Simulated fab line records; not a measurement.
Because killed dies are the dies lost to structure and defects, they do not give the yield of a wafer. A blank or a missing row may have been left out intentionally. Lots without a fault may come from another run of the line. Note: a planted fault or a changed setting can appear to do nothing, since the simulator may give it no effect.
Lot-split experiment + flow n5-finfet + 21 wafers read from 7 lots, route of 1938 steps

SPLIT DETAILS
At N5_BEOL_M4_ETCH_64 (etches SOC in N2/H2, target depth 75 nm, overetch 22.5 nm, time 121.9 s), the setting bias-w was moved away from the recipe's 150 W on 7 of the 21 wafers read, by -15.8% to +14.5%. This setting was run at the recipe's value on the other wafers.

The split's own step is where the reading is taken.

THE READING
rf-vpp-V, in V, at N5_BEOL_M4_ETCH_64 (etches SOC in N2/H2, target depth 75 nm, overetch 22.5 nm, time 121.9 s). Typical for fault-free wafers on this fab line: 523.6 V, with standard deviation 2.9 V.

| wafer  | tool, chamber at the split | bias-w as run, W | against the recipe | rf-vpp-V, V | against lot-mates on the recipe |
|--------|----------------------------|------------------|--------------------|-------------|---------------------------------|
| L074.4 | rie-diel-03, 3             | 150              | recipe             | 525.2       | -                               |
| L074.5 | rie-diel-03, 0             | 171.8            | +14.5%             | 567.1       | +43.1                           |
| L074.6 | rie-diel-03, 2             | 150              | recipe             | 522.8       | -                               |
| L081.1 | rie-diel-01, 2             | 150              | recipe             | 520.6       | -                               |
| L081.5 | rie-diel-01, 3             | 150              | recipe             | 521.7       | -                               |
| L081.6 | rie-diel-01, 0             | 158.7            | +5.8%              | 545.3       | +24.1                           |
| L084.2 | rie-diel-01, 0             | 126.3            | -15.8%             | 470.8       | -53.1                           |
| L084.4 | rie-diel-01, 2             | 150              | recipe             | 521.4       | -                               |
| L084.6 | rie-diel-01, 0             | 150              | recipe             | 526.4       | -                               |
| L086.2 | rie-diel-01, 1             | 150              | recipe             | 522.0       | -                               |
| L086.3 | rie-diel-01, 0             | 150              | recipe             | 524.0       | -                               |
| L086.4 | rie-diel-01, 1             | 150              | recipe             | 522.7       | -                               |
| L088.2 | rie-diel-04, 1             | 150              | recipe             | 525.7       | -                               |
| L088.4 | rie-diel-04, 0             | 150              | recipe             | 524.0       | -                               |
| L088.6 | rie-diel-04, 1             | 150              | recipe             | 524.6       | -                               |
| L093.1 | rie-diel-04, 0             | 133.3            | -11.1%             | 485.4       | -34.1                           |
| L093.2 | rie-diel-04, 1             | 133.3            | -11.1%             | 487.3       | -32.2                           |
| L093.3 | rie-diel-04, 2             | 150              | recipe             | 519.5       | -                               |
| L094.2 | rie-diel-03, 2             | 128.3            | -14.5%             | 471.7       | -53.0                           |
| L094.3 | rie-diel-03, 1             | 128.3            | -14.5%             | 476.2       | -48.5                           |
| L094.4 | rie-diel-03, 1             | 150              | recipe             | 524.7       | -                               |

THE FIT
A straight line over all 21 wafers: rf-vpp-V changes by +3.3 V for each +1% of bias-w; r = +1.00; the points scatter about the line by 2.2 V.
The same after taking each lot's own level away (the mean of its wafers on the recipe; 21 wafers): +3.28 V for each +1%; r = +0.99; scatter 2.6 V.
According to that fit, moving bias-w by its largest amount changes the reading by 52 V.
The span of the lots' own levels, 519.50 to 524.77 V, comes to 1.8 times the standard deviation stated above.
So the lot-to-lot level changes the slope little: the two slopes agree.
Check: with one of the wafers moved furthest among these (-15.8%) left out of the fit, the line predicts -51.5 V for it against its lot-mates. It came out at -53.1 V against them.
Tool readings at the split's step, against how far the setting was moved: rf-vpp-V r = +1.00.

THE OTHER SPLITS THESE WAFERS WENT THROUGH
Note: prior to the reading, these wafers also went through further splits. Each is held against what the fit with the lots' levels taken away leaves over:
| other split on the same wafers | wafers away from the commonest value | r with rf-vpp-V (lot level and that fit taken away) |
|--------------------------------|--------------------------------------|-----------------------------------------------------|
| N5_BEOL_M2_ETCH_69 bias-w      | 9                                    | -0.06                                               |
| N5_BEOL_M3_COAT_67 spin-rpm    | 4                                    | -0.29                                               |
| N5_BEOL_M3_COAT_76 spin-rpm    | 4                                    | -0.55                                               |
| N5_BEOL_M4_DESCUM_16 time-s    | 5                                    | -0.04                                               |

THE WHOLE CHAIN: every reading that the file lists as answering this split, in the file's order
| step               | what it does                                                            | reading                                                                          | change (the file's fit)               | r (the file's) |
|--------------------|-------------------------------------------------------------------------|----------------------------------------------------------------------------------|---------------------------------------|----------------|
| N5_BEOL_M4_ETCH_64 | etches SOC in N2/H2, target depth 75 nm, overetch 22.5 nm, time 121.9 s | rf-vpp-V                                                                         | +3.27 V for each +1% of the setting   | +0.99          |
| N5_BEOL_M4_ETCH_64 | etches SOC in N2/H2, target depth 75 nm, overetch 22.5 nm, time 121.9 s | SiARC_of_BEOL_M4_COAT_62.thk-nm (the simulator's own value, which no gauge read) | -0.074 nm for each +1% of the setting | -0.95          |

FILE'S OWN FIT
rf-vpp-V changes by +3.27 V for each +1% of bias-w, r = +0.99.
